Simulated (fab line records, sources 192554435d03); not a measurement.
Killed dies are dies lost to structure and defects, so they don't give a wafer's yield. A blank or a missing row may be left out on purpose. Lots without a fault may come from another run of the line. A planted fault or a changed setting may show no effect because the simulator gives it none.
fab line records | flow n5_finfet | part 1 of 2: steps 1 to 17 of 28
record lots=5 wafers=15 last_day=16
route steps=1938 shown BEOL_M0_CUTY@714 BEOL_M0@715
lots that met no fault: from a run of the same line without faults
start_h: hours from the record's first day to the start of the lot's first wafer shown | wait_h: hours since the lot's step before | " the same as in the row above | L1.1+2: a row that stands for several wafers | - no value, or no start given | * or withheld: withheld | < > ~ a bound
route shown NAME@n: a module of which the file shows steps, and the number in the route of the first | usual: mean/standard deviation of fault-free wafers | same: alike in all rows | chamber/n: place in a boat | sites: the reading at each site | _std_site: their standard deviation | _edge_site: outer sites' mean less inner sites' | radius_mm: how far each site lies from the wafer's centre | mask NAME#n: copy n | behind: the tool/chamber that last shaped the wafer | hold: why the lot was held/for how many hours/how that ended | device: the transistor (n, p or np) that didn't switch | end of line: the same wafers' tests at the end of the route | a step without rows: its recipe alone | killed: dies lost to structure and defects at the first sort, not the wafer's yield | map: a wafer's dies, x killed, . not, _ none there
set.NAME: the setting as run; set.NAME@STEP: as run at that earlier step | model.NAME: the simulator's own value behind a step, which no gauge read
lots at some steps of the route; a table a step, a row a wafer
services: from which hour (start_h, from the record's first day; less than 0 if before it) a tool's chamber was out of use, for how many hours, and why
## steps
# step N5_BEOL_M0_CUTY_STRIP_64
# recipe chemistry=N2/H2 temp_c=40 n2_flow_sccm=200 h2_flow_sccm=200 rf_frequency_hz=6e+07
# columns lot.wafer tool chamber start_h wait_h
L079.1+2+5 rie_diel-04 3,1,1 143.20 0.1
L086.3+5+6 rie_diel-05 3,0,1 191.76 0.1
L089.1+2+6 rie_diel-04 1,2,3 208.65 0.1
L090.1+5+6 rie_diel-02 2,1,2 211.56 0.1
L091.2+5+6 rie_diel-05 3,3,2 220.72 0.1
# step N5_BEOL_M0_ETCH_138
# recipe chemistry=CH3F/O2 target_depth_a=120 target=SiCN time_s=31.6 ion_energy_ev=120 pressure_mtorr=30 source_w=395 bias_w=75 Ar_flow_sccm=150 CH3F_flow_sccm=30 O2_flow_sccm=20 ends=cleared
# usual drypump_motor_current_A=5.5/0.37 etch_rf_on_time_s=29.5/0.9 oes_product_au=0.67/0.072 rf_vpp_V=297.6/1.7 showerhead_plenum_p_Torr=2.01/0.077 throttle_valve_pct=16.27/0.21
# columns lot.wafer tool chamber start_h wait_h drypump_motor_current_A etch_rf_on_time_s oes_product_au rf_hours_counter_h rf_vpp_V showerhead_plenum_p_Torr throttle_valve_pct
L079.1 rie_diel-04 3 143.21 0.0 5.6 29.2 0.61 181 296.6 1.90 16.29
L079.2 " 1 " " 5.3 29.3 0.61 206 297.5 2.08 16.58
L079.5 " 1 " " 5.3 30.5 0.61 - 297.5 2.08 16.57
L086.3 rie_diel-05 3 191.77 0.0 5.7 28.2 0.76 20 300.9 2.13 16.13
L086.5 " 0 " " 4.9 28.6 0.68 - 297.9 2.01 15.87
L086.6 " 1 " " 5.6 28.3 0.63 - 295.3 1.91 16.50
L089.1 rie_diel-04 1 208.66 0.0 5.3 29.1 0.60 225 299.9 2.07 16.61
L089.2 " 2 " " 4.8 28.2 0.74 51 296.5 1.95 16.19
L089.6 " 3 " " 5.6 30.3 0.59 - 294.5 1.89 16.32
L090.1 rie_diel-02 2 211.57 0.0 5.9 29.2 0.61 207 298.6 2.07 16.53
L090.5 " 1 " " 5.0 29.1 0.72 - 298.1 2.05 16.07
L090.6 " 2 " " 5.9 30.2 0.61 - 299.2 2.07 16.52
L091.2 rie_diel-05 3 220.73 0.0 5.7 29.5 0.75 32 299.6 2.12 16.14
L091.5 " 3 " " 5.7 29.8 0.74 - 300.6 2.12 16.14
L091.6 " 2 " " 5.9 30.2 0.60 - 297.2 2.06 16.29
# step N5_BEOL_M0_HM_OPEN_105
# recipe chemistry=Cl2/BCl3 target_depth_a=120 target=TiN ion_energy_ev=150 pressure_mtorr=10 icp_w=1000 bias_w=126 Cl2_flow_sccm=53.25 bcl3_flow_sccm=21.75 Ar_flow_sccm=25
# usual drypump_motor_current_A=5.7/0.47 oes_product_au=0.73/0.11 throttle_valve_pct=22.18/0.2
# columns lot.wafer tool chamber start_h wait_h drypump_motor_current_A oes_product_au rf_hours_counter_h throttle_valve_pct
L079.1 rie_metal-03 0 143.31 0.1 6.1 0.84 21 22.30
L079.2 " 1 " " 6.0 0.62 116 21.96
L079.5 " 0 " " 6.0 0.85 - 22.30
L086.3 rie_metal-02 0 192.22 0.4 6.1 0.92 - 21.82
L086.5 " 0 " " 6.1 0.91 - 21.81
L086.6 " 1 " " 5.5 0.69 - 22.28
L090.1 rie_metal-02 1 212.81 1.2 5.5 0.68 89 22.30
L090.5 " 1 " " 5.5 0.68 - 22.31
L090.6 " 0 " " 6.1 0.92 - 21.80
L089.1 rie_metal-03 1 212.86 4.2 6.0 0.61 121 21.98
L089.2 " 0 " " 6.0 0.82 27 22.31
L089.6 " 1 " " 6.0 0.62 - 21.98
L091.2 rie_metal-02 0 220.86 0.1 6.1 0.91 13 21.81
L091.5 " 1 " " 5.5 0.69 - 22.28
L091.6 " 0 " " 6.1 0.90 - 21.80
# step N5_BEOL_M0_STRIP_140
# recipe chemistry=CF4 resist=SiARC power_w=300 bias_power_w=75 pressure_mtorr=50 cf4_flow_sccm=150 rf_frequency_hz=6e+07
# usual drypump_motor_current_A=5.5/0.37 oes_product_au=0.77/0.079 rf_vpp_V=271.0/1.9 showerhead_plenum_p_Torr=1.79/0.066 throttle_valve_pct=13.58/0.19
# columns lot.wafer tool chamber start_h wait_h drypump_motor_current_A oes_product_au rf_hours_counter_h rf_vpp_V showerhead_plenum_p_Torr throttle_valve_pct
L079.1 rie_diel-04 3 143.48 0.1 5.6 0.71 181 270.5 1.72 13.68
L079.2 " 2 " " 4.8 0.90 28 268.8 1.76 13.37
L079.5 " 2 " " 4.8 0.88 - 269.7 1.76 13.36
L086.3 rie_diel-02 0 192.34 0.1 5.7 0.70 203 271.3 1.70 13.66
L086.5 " 1 " " 4.9 0.85 - 271.1 1.84 13.28
L086.6 " 0 " " 5.6 0.70 - 270.1 1.70 13.65
L090.1 rie_diel-02 2 213.12 0.3 5.9 0.71 208 274.7 1.85 13.84
L090.5 " 3 " " 5.4 0.86 - 270.7 1.84 13.54
L090.6 " 0 " " 5.7 0.70 - 267.9 1.70 13.64
L089.1 rie_diel-02 2 213.18 0.3 5.9 0.71 208 270.8 1.85 13.86
L089.2 " 1 " " 5.0 0.85 42 272.6 1.83 13.30
L089.6 " 0 " " 5.6 0.69 - 270.2 1.70 13.67
L091.2 rie_diel-05 3 221.33 0.4 5.7 0.85 32 273.9 1.90 13.36
L091.5 " 3 " " 5.7 0.86 - 271.3 1.90 13.38
L091.6 " 1 " " 5.5 0.72 - 268.4 1.72 13.76
# step N5_BEOL_M0_STRIP_104
# recipe chemistry=N2/H2 power_w=450 temp_c=40 pressure_mtorr=20 rf_frequency_hz=6e+07 overash_fraction=0.3 bias_power_w=7 h2_frac=0.5 n2_flow_sccm=200 h2_flow_sccm=200
# usual drypump_motor_current_A=5.5/0.37 oes_product_au=0.78/0.084 rf_vpp_V=59.2/1.6 showerhead_plenum_p_Torr=2.53/0.097 throttle_valve_pct=23.59/0.28
# columns lot.wafer tool chamber start_h wait_h drypump_motor_current_A oes_product_au rf_hours_counter_h rf_vpp_V showerhead_plenum_p_Torr throttle_valve_pct
L079.1 rie_diel-04 3 143.50 0.0 5.6 0.71 181 58.0 2.42 23.53
L079.2 " 2 " " 4.8 0.90 28 58.8 2.47 23.26
L079.5 " 2 " " 4.8 0.91 - 57.8 2.47 23.29
L086.3 rie_diel-02 0 192.36 0.0 5.6 0.71 203 57.9 2.43 24.12
L086.5 " 1 " " 4.9 0.87 - 60.8 2.58 23.25
L086.6 " 0 " " 5.7 0.71 - 61.5 2.43 24.08
L090.1 rie_diel-02 2 213.14 0.0 5.9 0.70 208 60.1 2.63 23.66
L090.5 " 3 " " 5.4 0.88 - 59.0 2.56 23.37
L090.6 " 0 " " 5.7 0.71 - 59.8 2.43 24.13
L089.1 rie_diel-02 2 213.20 0.0 5.9 0.70 208 61.8 2.63 23.67
L089.2 " 1 " " 5.0 0.86 42 63.3 2.58 23.28
L089.6 " 0 " " 5.7 0.70 - 60.0 2.43 24.15
L091.2 rie_diel-05 3 221.35 0.0 5.7 0.87 32 59.1 2.70 23.57
L091.5 " 3 " " 5.7 0.90 - 60.5 2.70 23.59
L091.6 " 1 " " 5.5 0.72 - 59.1 2.42 23.90
# step N5_BEOL_M0_WET_ETCH_106
# recipe chemistry=DHF dilution=10:1 temp_c=25 target=SiO2 target_depth_a=1300 dry=ipa_marangoni rinse_time_s=30 rinse_temp_c=23
# usual rinse_temp_c=23.00/0.12
# columns lot.wafer tool chamber start_h wait_h rinse_temp_c
L079.1 wet_bench-05 4 143.57 - 22.96
L079.2 " 5 " " 22.84
L079.5 " 3 " " 22.89
L086.3 wet_bench-05 2 192.43 - 23.14
L086.5 " 1 " " 22.97
L086.6 " 7 " " 22.93
L090.1 wet_bench-05 1 213.21 - 22.97
L090.5 " 6 " " 22.98
L090.6 " 7 " " 23.01
L089.1 wet_bench-06 7 213.27 - 22.84
L089.2 " 2 " " 23.01
L089.6 " 6 " " 23.02
L091.2 wet_bench-01 5 221.42 - 23.02
L091.5 " 3 " " 22.81
L091.6 " 0 " " 23.10
# step N5_BEOL_M0_ETCH_128
# recipe chemistry=CF4/N2 target_depth_a=120 overetch_a=51 target=SiCN time_s=21.4 ion_energy_ev=150 pressure_mtorr=40 source_w=430 bias_w=70 Ar_flow_sccm=100 cf4_flow_sccm=60 n2_flow_sccm=60
# usual drypump_motor_current_A=5.5/0.37 oes_product_au=0.54/0.057 rf_vpp_V=382.5/2.1 showerhead_plenum_p_Torr=2.22/0.077 throttle_valve_pct=15.42/0.2
# same time_s=21.4
# columns lot.wafer tool chamber start_h wait_h drypump_motor_current_A oes_product_au rf_hours_counter_h rf_vpp_V showerhead_plenum_p_Torr throttle_valve_pct
L079.1 rie_diel-02 0 143.63 0.0 5.6 0.49 188 380.0 2.11 15.47
L079.2 " 1 " " 5.0 0.60 21 382.8 2.26 15.11
L079.5 " 2 " " 5.9 0.51 - 385.0 2.29 15.62
L086.3 rie_diel-05 1 192.73 0.3 5.5 0.49 196 378.5 2.12 15.61
L086.5 " 0 " " 5.0 0.54 - 383.1 2.23 15.10
L086.6 " 3 " " 5.7 0.61 - 384.6 2.34 15.24
L090.1 rie_diel-02 2 214.93 1.7 5.9 0.48 209 383.5 2.28 15.69
L090.5 " 2 " " 5.9 0.49 - 384.8 2.28 15.68
L090.6 " 3 " " 5.4 0.61 - 383.7 2.24 15.33
L089.1 rie_diel-05 2 214.97 1.7 5.9 0.49 208 384.4 2.28 15.44
L089.2 " 3 " " 5.7 0.60 27 386.4 2.34 15.25
L089.6 " 3 " " 5.7 0.62 - 385.5 2.34 15.26
L091.2 rie_diel-02 1 222.86 1.4 5.0 0.58 48 382.5 2.25 15.15
L091.5 " 3 " " 5.4 0.60 - 383.2 2.24 15.33
L091.6 " 2 " " 5.9 0.50 - 384.2 2.28 15.68
# step N5_BEOL_M0_TRENCH_ETCH_107
# recipe chemistry=C4F6/O2 target_depth_a=328 target=SiOC time_s=16.4 ion_energy_ev=250 pressure_mtorr=30 source_w=355 bias_w=185 Ar_flow_sccm=300 C4F6_flow_sccm=10 O2_flow_sccm=10
# usual C4F6_flow_sccm=9.999/0.029 drypump_motor_current_A=5.5/0.37 oes_product_au=0.78/0.085 rf_vpp_V=663/9.9 showerhead_plenum_p_Torr=2.86/0.098 throttle_valve_pct=20.84/0.18
# same time_s=16.4
# columns lot.wafer tool chamber start_h wait_h C4F6_flow_sccm drypump_motor_current_A oes_product_au rf_hours_counter_h rf_vpp_V showerhead_plenum_p_Torr throttle_valve_pct
L079.1 rie_diel-02 0 143.67 0.0 10.035 5.6 0.72 188 673 2.73 20.93
L079.2 " 1 " " 9.996 5.0 0.89 21 654 2.92 20.60
L079.5 " 2 " " 10.006 5.9 0.73 - 650 2.95 21.01
L086.3 rie_diel-05 1 192.77 0.0 9.965 5.6 0.73 196 673 2.73 21.05
L086.5 " 0 " " 9.978 5.0 0.79 - 663 2.85 20.35
L086.6 " 3 " " 10.051 5.7 0.89 - 672 3.02 20.71
L090.1 rie_diel-02 2 214.97 0.0 9.968 5.9 0.70 209 649 2.94 21.04
L090.5 " 2 " " 10.005 5.9 0.71 - 650 2.94 21.04
L090.6 " 3 " " 10.009 5.4 0.88 - 663 2.88 20.74
L089.1 rie_diel-05 2 215.04 0.0 10.029 5.9 0.71 208 669 2.93 20.79
L089.2 " 3 " " 9.967 5.7 0.88 27 670 3.01 20.72
L089.6 " 3 " " 9.986 5.7 0.88 - 671 3.01 20.72
L091.2 rie_diel-02 1 222.90 0.0 10.015 5.0 0.84 48 653 2.90 20.65
L091.5 " 3 " " 9.972 5.4 0.87 - 664 2.88 20.75
L091.6 " 2 " " 9.980 5.9 0.71 - 649 2.94 21.04
# step N5_BEOL_M0_STRIP_142
# recipe chemistry=N2/H2 time_s=10 power_w=450 temp_c=40 pressure_mtorr=20 rf_frequency_hz=6e+07 bias_power_w=7 n2_flow_sccm=200 h2_flow_sccm=200
# usual drypump_motor_current_A=5.5/0.37 oes_product_au=0.78/0.088 rf_vpp_V=59.2/0.9 showerhead_plenum_p_Torr=2.55/0.09 throttle_valve_pct=23.59/0.29
# same time_s=10
# columns lot.wafer tool chamber start_h wait_h drypump_motor_current_A oes_product_au rf_hours_counter_h rf_vpp_V showerhead_plenum_p_Torr throttle_valve_pct
L079.1 rie_diel-02 0 143.69 0.0 5.7 0.71 188 59.2 2.44 24.08
L079.2 " 1 " " 5.0 0.90 21 58.8 2.59 23.24
L079.5 " 2 " " 5.9 0.72 - 59.4 2.64 23.64
L086.3 rie_diel-05 1 192.80 0.0 5.5 0.74 196 57.5 2.42 23.87
L086.5 " 0 " " 5.0 0.79 - 60.1 2.57 23.16
L086.6 " 3 " " 5.7 0.89 - 60.4 2.71 23.55
L090.1 rie_diel-02 2 214.99 0.0 5.9 0.71 209 59.8 2.63 23.70
L090.5 " 2 " " 5.9 0.71 - 59.6 2.63 23.69
L090.6 " 3 " " 5.4 0.89 - 60.2 2.56 23.35
L089.1 rie_diel-05 2 215.07 0.0 5.9 0.70 208 58.6 2.63 23.69
L089.2 " 3 " " 5.7 0.89 27 58.5 2.70 23.55
L089.6 " 3 " " 5.7 0.89 - 59.7 2.70 23.55
L091.2 rie_diel-02 1 222.92 0.0 5.0 0.85 48 58.7 2.58 23.28
L091.5 " 3 " " 5.4 0.88 - 58.6 2.56 23.37
L091.6 " 2 " " 5.9 0.70 - 59.8 2.63 23.70
# step N5_BEOL_M0_OCD_MEAS_108
# usual trench_depth_nm=32.6/0.48
# columns lot.wafer tool chamber start_h wait_h trench_depth_nm
L079.1 ocd-02 - 143.77 0.1 32.0
L079.2 " - " " 32.7
L079.5 " - " " 32.8
L086.3 ocd-02 - 192.88 0.1 32.7
L086.5 " - " " 32.5
L086.6 " - " " 31.8
L090.1 ocd-01 - 215.07 0.1 33.0
L090.5 " - " " 32.9
L090.6 " - " " 33.7
L089.1 ocd-01 - 215.18 0.1 32.6
L089.2 " - " " 32.6
L089.6 " - " " 32.6
L091.2 ocd-02 - 223.00 0.1 33.2
L091.5 " - " " 33.1
L091.6 " - " " 31.9
# step N5_BEOL_M0_HM_STRIP_129
# recipe chemistry=peroxide_tin_strip material=TiN target_depth_a=170 temp_c=50 time_s=108
# same time_s=108
# columns lot.wafer tool chamber start_h wait_h
L079.1+2+5 wet_bench-06 3,5,4 143.80 0.0
L086.3+5+6 wet_bench-05 1,7,5 192.91 0.0
L090.1+5+6 wet_bench-01 2,0,7 215.10 0.0
L089.1+2+6 wet_bench-06 5,7,4 215.21 0.0
L091.2+5+6 wet_bench-01 5,2,7 223.04 0.0
# step N5_BEOL_M0_SRD_130
# recipe time_s=30 temp_c=23 rinse_liquid=diw dry=ipa_marangoni
# usual do_supply_ppb=10.00/0.095
# same time_s=30
# columns lot.wafer tool chamber start_h wait_h do_supply_ppb
L079.1 wet_bench-06 3 143.84 0.0 10.05
L079.2 " 5 " " 10.11
L079.5 " 4 " " 10.00
L086.3 wet_bench-05 1 192.94 0.0 10.08
L086.5 " 7 " " 10.02
L086.6 " 5 " " 10.20
L090.1 wet_bench-01 2 215.14 0.0 9.99
L090.5 " 0 " " 9.98
L090.6 " 7 " " 9.98
L089.1 wet_bench-06 5 215.24 0.0 10.08
L089.2 " 7 " " 10.11
L089.6 " 4 " " 10.00
L091.2 wet_bench-01 5 223.07 0.0 10.15
L091.5 " 2 " " 10.06
L091.6 " 7 " " 9.80
# step N5_BEOL_M0_ETCH_109
# recipe chemistry=CH3F/O2 target_depth_a=80 overetch_a=24 target=SiCN time_s=27.4 ion_energy_ev=120 pressure_mtorr=30 source_w=395 bias_w=75 Ar_flow_sccm=150 CH3F_flow_sccm=30 O2_flow_sccm=20
# usual drypump_motor_current_A=5.5/0.36 oes_product_au=0.67/0.068 rf_vpp_V=297.6/1.6 showerhead_plenum_p_Torr=2.01/0.074 throttle_valve_pct=16.26/0.23
# same time_s=27.4
# columns lot.wafer tool chamber start_h wait_h drypump_motor_current_A oes_product_au rf_hours_counter_h rf_vpp_V showerhead_plenum_p_Torr throttle_valve_pct
L079.1 rie_diel-05 1 143.88 0.0 5.5 0.65 178 294.0 1.92 16.47
L079.2 " 0 " " 5.0 0.69 68 298.7 2.01 15.85
L079.5 " 3 " " 5.7 0.82 - 299.5 2.13 16.09
L086.3 rie_diel-02 1 192.99 0.0 4.9 0.73 36 297.7 2.05 16.05
L086.5 " 1 " " 4.9 0.73 - 297.1 2.05 16.05
L086.6 " 0 " " 5.7 0.61 - 296.9 1.91 16.41
L090.1 rie_diel-02 1 216.40 1.2 5.0 0.73 44 296.8 2.04 16.06
L090.5 " 3 " " 5.4 0.75 - 299.3 2.03 16.17
L090.6 " 2 " " 5.9 0.61 - 299.2 2.07 16.54
L089.1 rie_diel-05 3 216.76 1.5 5.7 0.75 29 300.0 2.12 16.14
L089.2 " 1 " " 5.5 0.62 202 295.9 1.91 16.51
L089.6 " 2 " " 5.9 0.60 - 297.0 2.06 16.27
L091.2 rie_diel-02 0 225.20 2.1 5.7 0.60 215 295.7 1.91 16.44
L091.5 " 0 " " 5.7 0.61 - 296.7 1.91 16.45
L091.6 " 1 " " 5.0 0.73 - 297.9 2.04 16.07
# step N5_BEOL_M0_STRIP_139
# recipe chemistry=post_etch_residue_remover time_s=60 temp_c=25 remover_ph=withheld remover_water_wt_pct=withheld remover_fluoride_wt_pct=withheld
# same time_s=60
# columns lot.wafer tool chamber start_h wait_h
L079.1+2+5 wet_bench-05 6,7,2 143.99 0.1
L086.3+5+6 wet_bench-05 6,0,4 193.09 0.1
L090.1+5+6 wet_bench-06 7,0,5 216.51 0.1
L089.1+2+6 wet_bench-05 7,1,0 216.89 0.1
L091.2+5+6 wet_bench-06 5,4,2 225.31 0.1
# step N5_BEOL_M0_SRD_111
# recipe time_s=30 temp_c=23 rinse_liquid=diw dry=ipa_marangoni
# usual do_supply_ppb=10.00/0.097
# same time_s=30
# columns lot.wafer tool chamber start_h wait_h do_supply_ppb
L079.1 wet_bench-05 6 144.01 0.0 9.89
L079.2 " 7 " " 9.97
L079.5 " 2 " " 10.07
L086.3 wet_bench-05 6 193.11 0.0 10.06
L086.5 " 0 " " 9.94
L086.6 " 4 " " 10.02
L090.1 wet_bench-06 7 216.53 0.0 10.25
L090.5 " 0 " " 10.21
L090.6 " 5 " " 9.96
L089.1 wet_bench-05 7 216.91 0.0 10.00
L089.2 " 1 " " 10.12
L089.6 " 0 " " 9.96
L091.2 wet_bench-06 5 225.32 0.0 9.85
L091.5 " 4 " " 9.97
L091.6 " 2 " " 9.99
# step N5_BEOL_M0_DEGAS_112
# recipe ambient=vacuum temp_c=250 time_s=60
# usual heater_power_w=344/59
# same time_s=60
# columns lot.wafer tool chamber start_h wait_h heater_power_w
L079.1 pvd_sputter-01 - 145.88 1.8 340
L079.2 " - " " 341
L079.5 " - " " 333
L086.3 pvd_sputter-01 - 193.55 0.4 287
L086.5 " - " " 287
L086.6 " - " " 333
L090.1 pvd_sputter-03 - 216.57 0.0 468
L090.5 " - " " 279
L090.6 " - " " 332
L089.1 pvd_sputter-03 - 216.95 0.0 328
L089.2 " - " " 274
L089.6 " - " " 276
L091.2 pvd_sputter-02 - 225.46 0.1 365
L091.5 " - " " 372
L091.6 " - " " 278
# step N5_BEOL_M0_PRE_CLEAN_113
# recipe gas=H2/He time_s=30 temp_c=250
# usual heater_power_w=345/59
# same time_s=30
# columns lot.wafer tool chamber start_h wait_h heater_power_w
L079.1 pvd_sputter-01 - 145.92 0.0 334
L079.2 " - " " 337
L079.5 " - " " 333
L086.3 pvd_sputter-01 - 193.59 0.0 282
L086.5 " - " " 284
L086.6 " - " " 341
L090.1 pvd_sputter-03 - 216.61 0.0 473
L090.5 " - " " 264
L090.6 " - " " 329
L089.1 pvd_sputter-03 - 216.99 0.0 344
L089.2 " - " " 286
L089.6 " - " " 274
L091.2 pvd_sputter-02 - 225.50 0.0 369
L091.5 " - " " 371
L091.6 " - " " 273
